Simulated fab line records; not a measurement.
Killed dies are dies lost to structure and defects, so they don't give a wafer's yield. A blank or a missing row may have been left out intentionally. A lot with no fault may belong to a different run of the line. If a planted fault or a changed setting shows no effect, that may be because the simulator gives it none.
What tool caused it?	flow n5-finfet	Sampling: 24 lots, 72 wafers, 6 of 1938 route steps

== WHAT THE GAUGES SHOWED, per wafer ==
N5_BEOL_M3_CD_MEAS_18: pitch 36 nm, target cd 18 nm. Usual: 18.1 nm for cd-nm, sd 0.34.
lot	measured	on	cd-nm (nm)	flag
L074	day 6 22:56	cd-sem-01	18.0 17.6 17.9	
L076	day 7 10:06	cd-sem-03	18.3 17.7 18.1	
L075	day 7 11:58	cd-sem-03	17.8 17.6 18.7	
L077	day 8 08:25	cd-sem-01	17.4 18.3 18.2	
L079	day 8 12:39	cd-sem-03	17.9 18.1 18.8	
L078	day 8 15:10	cd-sem-02	18.0 17.6 17.4	
L080	day 8 18:51	cd-sem-03	18.0 18.0 18.9	
L081	day 8 20:58	cd-sem-03	18.7 18.6 17.5	
L082	day 8 21:14	cd-sem-03	18.1 18.7 18.4	
L083	day 9 01:06	cd-sem-03	18.0 18.3 18.4	
L084	day 9 04:11	cd-sem-02	18.0 18.6 18.1	
L085	day 9 18:32	cd-sem-01	18.6 18.6 18.0	
L086	day 10 07:03	cd-sem-02	18.5 18.0 18.2	
L087	day 10 11:39	cd-sem-01	18.5 18.1 18.3	
L088	day 10 14:04	cd-sem-03	17.6 17.9 17.9	
L089	day 10 23:10	cd-sem-03	17.8 17.5 17.9	
L090	day 10 23:42	cd-sem-03	18.7 18.3 18.3	
L091	day 11 00:23	cd-sem-03	17.7 18.1 18.7	
L092	day 11 12:38	cd-sem-03	18.0 17.8 18.2	
L093	day 11 18:59	cd-sem-01	18.4 18.3 18.2	
L094	day 12 03:22	cd-sem-02	18.2 17.9 18.1	
L095	day 12 05:04	cd-sem-01	18.0 18.3 18.2	
L096	day 12 09:55	cd-sem-02	18.1 18.5 17.8	
L097	day 12 19:50	cd-sem-01	18.2 17.4 18.1	

== EACH LOT AND THE TOOL THAT RAN IT (in order: tool; ch and the chambers of the sampled wafers; start) ==
lot	N5_BEOL_M2_VIA_ETCH_34	N5_BEOL_M2_SURFACE_TREAT_85	N5_BEOL_M2_SPUTTER_48	N5_BEOL_M3_PECVD_72	N5_BEOL_M3_ETCH_74
L074	rie-diel-06 ch 1,2,3, day 6 16:29	pvd-sputter-03, day 6 17:22	pvd-sputter-03, day 6 17:41	pecvd-02 ch 0,2, day 6 20:41	rie-diel-02 ch 0,1,2, day 6 22:30
L076	rie-diel-03 ch 2,3, day 7 03:50	pvd-sputter-02, day 7 05:04	pvd-sputter-02, day 7 05:28	pecvd-02 ch 1,2, day 7 08:37	rie-diel-01 ch 0,3, day 7 09:42
L075	rie-diel-06 ch 0,3, day 7 03:53	pvd-sputter-03, day 7 05:09	pvd-sputter-03, day 7 07:10	pecvd-02 ch 1,2, day 7 10:09	rie-diel-01 ch 2,3, day 7 11:25
L077	rie-diel-05 ch 0,1,2, day 7 22:34	pvd-sputter-01, day 8 00:17	pvd-sputter-01, day 8 00:33	pecvd-01 ch 0,2, day 8 07:16	rie-diel-04 ch 0,2,3, day 8 08:02
L079	rie-diel-03 ch 1,2,3, day 8 05:59	pvd-sputter-03, day 8 07:15	pvd-sputter-02, day 8 07:55	pecvd-03 ch 0,1,2, day 8 10:55	rie-diel-04 ch 2,3, day 8 12:03
L078	rie-diel-05 ch 1,3, day 8 07:07	pvd-sputter-03, day 8 08:32	pvd-sputter-03, day 8 09:01	pecvd-02 ch 0,1,2, day 8 12:02	rie-diel-01 ch 0,2,3, day 8 14:46
L080	rie-diel-06 ch 0,3, day 8 10:58	pvd-sputter-01, day 8 12:45	pvd-sputter-01, day 8 13:07	pecvd-02 ch 0,1, day 8 16:05	rie-diel-02 ch 1,3, day 8 18:28
L081	rie-diel-05 ch 0,3, day 8 13:55	pvd-sputter-01, day 8 15:16	pvd-sputter-01, day 8 15:31	pecvd-01 ch 0,1,2, day 8 18:30	rie-diel-02 ch 2,3, day 8 20:35
L082	rie-diel-06 ch 0,1, day 8 14:01	pvd-sputter-01, day 8 15:19	pvd-sputter-03, day 8 15:57	pecvd-03 ch 1,2, day 8 19:05	rie-diel-04 ch 0,2, day 8 20:41
L083	rie-diel-03 ch 0,2,3, day 8 18:04	pvd-sputter-02, day 8 19:08	pvd-sputter-02, day 8 19:47	pecvd-02 ch 0,1,2, day 8 23:05	rie-diel-04 ch 0,3, day 9 00:41
L084	rie-diel-05 ch 0,2,3, day 8 21:04	pvd-sputter-01, day 8 22:28	pvd-sputter-01, day 8 22:55	pecvd-03 ch 0,1,2, day 9 01:53	rie-diel-04 ch 0,2,3, day 9 03:45
L085	rie-diel-06 ch 0,1,3, day 9 10:29	pvd-sputter-03, day 9 11:54	pvd-sputter-01, day 9 12:10	pecvd-02 ch 0,2, day 9 15:44	rie-diel-02 ch 0,1,3, day 9 18:08
L086	rie-diel-03 ch 0,2,3, day 9 23:29	pvd-sputter-02, day 10 00:32	pvd-sputter-01, day 10 01:01	pecvd-02 ch 0,1, day 10 05:56	rie-diel-04 ch 0,1,2, day 10 06:35
L087	rie-diel-06 ch 1,2,3, day 10 04:23	pvd-sputter-03, day 10 05:32	pvd-sputter-03, day 10 05:54	pecvd-03 ch 0,1,2, day 10 09:04	rie-diel-04 ch 0,3, day 10 11:15
L088	rie-diel-05 ch 0,2, day 10 07:26	pvd-sputter-03, day 10 08:40	pvd-sputter-02, day 10 09:10	pecvd-02 ch 0,1, day 10 12:08	rie-diel-01 ch 0,3, day 10 13:40
L089	rie-diel-06 ch 2,3, day 10 15:49	pvd-sputter-01, day 10 16:48	pvd-sputter-02, day 10 17:17	pecvd-02 ch 0,1,2, day 10 20:22	rie-diel-04 ch 0,3, day 10 22:46
L090	rie-diel-03 ch 1,2,3, day 10 16:47	pvd-sputter-02, day 10 19:13	pvd-sputter-03, day 10 19:29	pecvd-02 ch 1,2, day 10 22:28	rie-diel-02 ch 0,2,3, day 10 23:19
L091	rie-diel-05 ch 0,1,2, day 10 18:42	pvd-sputter-02, day 10 19:48	pvd-sputter-02, day 10 20:10	pecvd-01 ch 0,1, day 10 23:19	rie-diel-02 ch 1,2,3, day 11 00:00
L092	rie-diel-03 ch 0,2,3, day 11 07:07	pvd-sputter-03, day 11 08:10	pvd-sputter-03, day 11 08:24	pecvd-02 ch 0,2, day 11 11:23	rie-diel-01 ch 0,2,3, day 11 12:15
L093	rie-diel-06 ch 0,2, day 11 10:34	pvd-sputter-02, day 11 12:05	pvd-sputter-02, day 11 12:26	pecvd-01 ch 0,1, day 11 15:26	rie-diel-02 ch 0,2,3, day 11 18:35
L094	rie-diel-06 ch 0,2,3, day 11 19:44	pvd-sputter-02, day 11 21:07	pvd-sputter-01, day 11 21:29	pecvd-02 ch 0,1, day 12 00:45	rie-diel-01 ch 2,3, day 12 02:58
L095	rie-diel-03 ch 0,2, day 11 21:04	pvd-sputter-02, day 11 23:43	pvd-sputter-01, day 11 23:58	pecvd-01 ch 0,1, day 12 02:57	rie-diel-04 ch 0,1, day 12 04:40
L096	rie-diel-06 ch 0,1,2, day 11 23:07	pvd-sputter-02, day 12 00:04	pvd-sputter-03, day 12 01:44	pecvd-02 ch 0,1,2, day 12 06:55	rie-diel-02 ch 2,3, day 12 09:31
L097	rie-diel-03 ch 2,3, day 12 13:26	pvd-sputter-01, day 12 14:38	pvd-sputter-02, day 12 14:58	pecvd-02 ch 0,1, day 12 17:56	rie-diel-02 ch 0,1,3, day 12 19:26
- N5_BEOL_M2_VIA_ETCH_34: etches the open film in C4F6/O2, target depth 69.4 nm, time 65.9 s.
- N5_BEOL_M2_SURFACE_TREAT_85
- N5_BEOL_M2_SPUTTER_48: material Cu, target thk 4.5 nm, time 8.29 s.
- N5_BEOL_M3_PECVD_72: deposits SiO2 from TEOS/O2, target thk 16 nm, time 18 s.
- N5_BEOL_M3_ETCH_74: etches underlayer in N2/H2, target depth 6.5 nm, time 5.2 s.

== WHAT THE TOOLS THEMSELVES READ (means of the sampled wafers that have a number; where no wafer has one, the mark that the record gives instead) ==
N5_BEOL_M2_VIA_ETCH_34. Usual: O2_flow_sccm 9.999 sccm, standard deviation 0.029; drypump-motor-current-A 5.6 A, standard deviation 0.44; mfc-ar-sccm 299.9 sccm, standard deviation 0.92; oes-product-au 0.80 a.u., standard deviation 0.091; rf-vpp-V 667 V, standard deviation 12; showerhead-plenum-p-Torr 2.82 Torr, standard deviation 0.088; throttle-valve-pct 30.68 %, standard deviation 0.21.
lot	tool	O2_flow_sccm (sccm)	drypump-motor-current-A (A)	mfc-ar-sccm (sccm)	oes-product-au (a.u.)	rf-vpp-V (V)	showerhead-plenum-p-Torr (Torr)	throttle-valve-pct (%)	flag
L074	rie-diel-06	10.002	5.8	299.3	0.73	658	2.75	30.44	
L076	rie-diel-03	9.955	6.0	300.1	0.80	667	2.75	30.68	
L075	rie-diel-06	10.014	6.0	299.9	0.72	672	2.79	30.67	
L077	rie-diel-05	9.991	5.5	299.5	0.73	665	2.87	30.62	
L079	rie-diel-03	9.982	5.7	299.7	0.87	675	2.80	30.70	
L078	rie-diel-05	9.983	5.2	299.3	0.79	668	2.82	30.78	
L080	rie-diel-06	10.021	5.5	299.7	0.70	677	2.85	30.79	
L081	rie-diel-05	10.015	5.4	299.3	0.87	666	2.80	30.91	
L082	rie-diel-06	9.992	5.1	300.1	0.72	675	2.89	30.75	
L083	rie-diel-03	10.009	6.0	299.5	0.81	665	2.75	30.78	
L084	rie-diel-05	10.019	5.5	300.4	0.79	668	2.86	30.75	
L085	rie-diel-06	10.007	5.6	299.8	0.72	670	2.82	30.65	
L086	rie-diel-03	10.001	6.0	299.4	0.79	666	2.75	30.80	
L087	rie-diel-06	9.992	5.8	301.1	0.79	661	2.85	30.45	
L088	rie-diel-05	10.017	5.7	299.3	0.73	671	2.90	30.56	
L089	rie-diel-06	10.016	6.1	299.3	0.77	662	2.81	30.51	
L090	rie-diel-03	9.982	5.7	299.2	0.84	674	2.79	30.72	
L091	rie-diel-05	10.021	5.5	299.1	0.71	664	2.86	30.65	
L092	rie-diel-03	9.977	6.0	299.9	0.79	665	2.74	30.80	
L093	rie-diel-06	9.979	5.2	299.6	0.95	675	2.94	30.60	
L094	rie-diel-06	9.990	5.7	300.6	0.84	667	2.87	30.57	
L095	rie-diel-03	9.998	6.1	300.8	0.76	662	2.74	30.88	
L096	rie-diel-06	9.998	5.4	300.0	0.86	667	2.91	30.51	
L097	rie-diel-03	9.994	5.8	299.2	0.80	668	2.74	30.74	

N5_BEOL_M2_SPUTTER_48. Usual: 30.2 % for throttle-valve-pct, sd 1.1.
lot	tool	throttle-valve-pct (%)	flag
L074	pvd-sputter-03	29.5	
L076	pvd-sputter-02	30.8	
L075	pvd-sputter-03	29.0	
L077	pvd-sputter-01	30.0	
L079	pvd-sputter-02	29.9	
L078	pvd-sputter-03	28.7	
L080	pvd-sputter-01	30.6	
L081	pvd-sputter-01	30.2	
L082	pvd-sputter-03	29.3	
L083	pvd-sputter-02	30.2	
L084	pvd-sputter-01	31.1	
L085	pvd-sputter-01	31.2	
L086	pvd-sputter-01	31.3	
L087	pvd-sputter-03	28.9	
L088	pvd-sputter-02	29.7	
L089	pvd-sputter-02	31.0	
L090	pvd-sputter-03	30.1	
L091	pvd-sputter-02	30.8	
L092	pvd-sputter-03	29.3	
L093	pvd-sputter-02	30.4	
L094	pvd-sputter-01	30.8	
L095	pvd-sputter-01	30.7	
L096	pvd-sputter-03	29.7	
L097	pvd-sputter-02	30.0	

N5_BEOL_M3_PECVD_72. Usual: heater-power-outer-w 422 W, standard deviation 52; heater-power-w 719 W, standard deviation 75; showerhead-plenum-p-Torr 8.80 Torr, standard deviation 0.039; throttle-valve-pct 22.6 %, standard deviation 0.97.
lot	tool	heater-power-outer-w (W)	heater-power-w (W)	showerhead-plenum-p-Torr (Torr)	throttle-valve-pct (%)	flag
L074	pecvd-02	411	716	8.79	23.5	
L076	pecvd-02	435	703	8.80	21.9	
L075	pecvd-02	416	685	8.80	21.9	
L077	pecvd-01	414	722	8.81	22.5	
L079	pecvd-03	341	604	8.80	22.2	
L078	pecvd-02	421	705	8.80	22.8	
L080	pecvd-02	473	784	8.78	23.4	
L081	pecvd-01	385	694	8.80	22.4	
L082	pecvd-03	438	728	8.85	22.5	
L083	pecvd-02	402	685	8.78	22.7	
L084	pecvd-03	343	619	8.79	22.1	
L085	pecvd-02	448	764	8.80	23.0	
L086	pecvd-02	489	814	8.79	23.6	
L087	pecvd-03	392	673	8.80	22.2	
L088	pecvd-02	494	832	8.80	23.6	
L089	pecvd-02	444	736	8.80	23.0	
L090	pecvd-02	410	682	8.81	22.1	
L091	pecvd-01	379	692	8.76	22.0	
L092	pecvd-02	448	749	8.81	22.6	
L093	pecvd-01	396	725	8.77	21.9	
L094	pecvd-02	480	811	8.79	23.6	
L095	pecvd-01	360	698	8.82	22.3	
L096	pecvd-02	471	779	8.79	22.8	
L097	pecvd-02	479	784	8.78	23.2	

N5_BEOL_M3_ETCH_74. Usual: drypump-motor-current-A 5.5 A, standard deviation 0.49; etch-rf-on-time-s 5.17 s, standard deviation 0.13; oes-product-au 0.69 a.u., standard deviation 0.088; rf-vpp-V 524.5 V, standard deviation 2.8; showerhead-plenum-p-Torr 2.56 Torr, standard deviation 0.096; throttle-valve-pct 17.80 %, standard deviation 0.24.
lot	tool	drypump-motor-current-A (A)	etch-rf-on-time-s (s)	oes-product-au (a.u.)	rf-vpp-V (V)	showerhead-plenum-p-Torr (Torr)	throttle-valve-pct (%)	flag
L074	rie-diel-02	5.8	5.19	0.61	526.3	2.60	17.80	
L076	rie-diel-01	5.4	5.02	0.69	528.0	2.67	17.75	
L075	rie-diel-01	5.5	5.26	0.61	526.1	2.58	17.99	
L077	rie-diel-04	5.3	5.18	0.72	524.5	2.54	17.79	
L079	rie-diel-04	5.6	5.25	0.65	524.3	2.51	17.98	
L078	rie-diel-01	5.5	5.10	0.64	524.6	2.62	17.89	
L080	rie-diel-02	5.4	5.10	0.67	526.3	2.57	17.85	
L081	rie-diel-02	5.0	5.22	0.70	522.4	2.50	17.92	
L082	rie-diel-04	5.0	5.10	0.77	527.7	2.64	17.69	
L083	rie-diel-04	5.6	5.18	0.73	521.9	2.46	17.77	
L084	rie-diel-04	5.3	5.19	0.71	523.1	2.54	17.82	
L085	rie-diel-02	5.7	5.09	0.73	524.1	2.57	17.72	
L086	rie-diel-04	5.1	5.06	0.80	525.0	2.60	17.62	
L087	rie-diel-04	5.6	5.22	0.72	521.0	2.45	17.80	
L088	rie-diel-01	5.6	5.12	0.62	526.5	2.63	17.77	
L089	rie-diel-04	5.6	5.25	0.70	521.8	2.45	17.80	
L090	rie-diel-02	5.5	5.23	0.70	524.6	2.54	17.75	
L091	rie-diel-02	5.2	5.28	0.64	524.6	2.54	17.89	
L092	rie-diel-01	5.5	5.15	0.63	525.7	2.61	17.94	
L093	rie-diel-02	5.6	5.29	0.69	523.6	2.53	17.77	
L094	rie-diel-01	5.6	5.14	0.59	524.7	2.59	17.89	
L095	rie-diel-04	5.3	5.11	0.77	524.9	2.52	17.60	
L096	rie-diel-02	5.0	5.35	0.62	521.0	2.50	17.93	
L097	rie-diel-02	5.7	5.15	0.69	523.3	2.56	17.76	

== THE ANSWER, worked out from the rows above alone ==
Rule: lot off if the mean of its wafers having a number is beyond 3 standard deviations from the usual mean. A lot without any number at a reading at which 4 lots or more have one is off too. Where the step has rows for the other lots, those lots are counted as sound. First the gauges in route order, then the tools' own readings, where a lot's mean is used as printed above. The first step at which some lot is off is used, and at that step the reading that is off furthest; a lot without a number counts as furthest.
No lot is off on any of the readings shown, so nothing can be concluded from this.

== WHAT HAD BEEN PUT IN BY THE SIMULATOR ==
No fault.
